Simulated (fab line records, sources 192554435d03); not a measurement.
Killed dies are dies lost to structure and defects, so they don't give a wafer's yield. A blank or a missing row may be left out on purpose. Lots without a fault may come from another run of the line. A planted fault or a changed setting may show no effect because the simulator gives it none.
Chamber matching | flow n5_finfet | N5_MOL_CONTACT_COAG_ETCH_105 on rie_diel-02: 4 sister chambers
The step etches SiARC in CF4, target depth 15.6 nm, time 26 s. 14 wafers are shown with their chamber, then 7 later ones without.

WAFERS WITH THEIR CHAMBER
wafer  | chamber | drypump_motor_current_A (A) | showerhead_plenum_p_Torr (Torr) | etch_rf_on_time_s (s)
L074.1 | 3       | 5.2                         | 2.16                            | 24.6
L074.2 | 1       | 5.0                         | 2.27                            | 28.0
L074.3 | 2       | 6.4                         | 2.27                            | 26.8
L075.1 | 3       | 5.2                         | 2.16                            | 24.0
L075.4 | 2       | 6.4                         | 2.27                            | 26.7
L075.6 | 1       | 5.0                         | 2.27                            | 27.6
L078.2 | 0       | 4.9                         | 2.14                            | 25.7
L078.4 | 1       | 5.0                         | 2.26                            | 27.7
L078.5 | 2       | 6.4                         | 2.27                            | 26.6
L080.2 | 3       | 5.2                         | 2.16                            | 24.2
L080.4 | 2       | 6.3                         | 2.26                            | 26.7
L080.5 | 2       | 6.3                         | 2.26                            | 26.8
L082.1 | 1       | 5.0                         | 2.26                            | 28.2
L082.4 | 3       | 5.2                         | 2.16                            | 24.2

SIGNATURES (means of the wafers above)
reading                  | chamber 0 | chamber 1 | chamber 2 | chamber 3 | scatter within a chamber
drypump_motor_current_A  | 4.900     | 5.000     | 6.360     | 5.200     | 0.0346
showerhead_plenum_p_Torr | 2.1400    | 2.2650    | 2.2660    | 2.1600    | 0.00469
etch_rf_on_time_s        | 25.700    | 27.875    | 26.720    | 24.250    | 0.211
Rule: a wafer's distance from a chamber is the root of the sum, over the readings, of the square of ((its reading less the chamber's mean) divided by the reading's scatter). The wafer belongs to the nearest chamber; if the next one is less than 2 further off, it can't be placed. The scatter: the root of (the sum of the squares of (reading less its chamber's mean) over the shown wafers, divided by (wafers less chambers)).

WAFERS WITHOUT THEIR CHAMBER
wafer  | drypump_motor_current_A (A) | showerhead_plenum_p_Torr (Torr) | etch_rf_on_time_s (s)
L082.6 | 4.9                         | 2.14                            | 26.1
L091.1 | 6.3                         | 2.26                            | 26.7
L091.5 | 6.3                         | 2.26                            | 26.5
L091.6 | 5.2                         | 2.15                            | 24.6
L097.2 | 5.0                         | 2.25                            | 28.2
L097.5 | 5.0                         | 2.25                            | 28.3
L097.6 | 4.8                         | 2.13                            | 26.0

WHICH CHAMBER EACH WENT THROUGH
wafer  | from the rows above | in truth
L082.6 | 0                   | 0
L091.1 | 2                   | 2
L091.5 | 2                   | 2
L091.6 | 3                   | 3
L097.2 | 1                   | 1
L097.5 | 1                   | 1
L097.6 | 0                   | 0
Placed correctly: 7 of 7. Can't be placed from these rows: 0. Placed wrongly: 0.
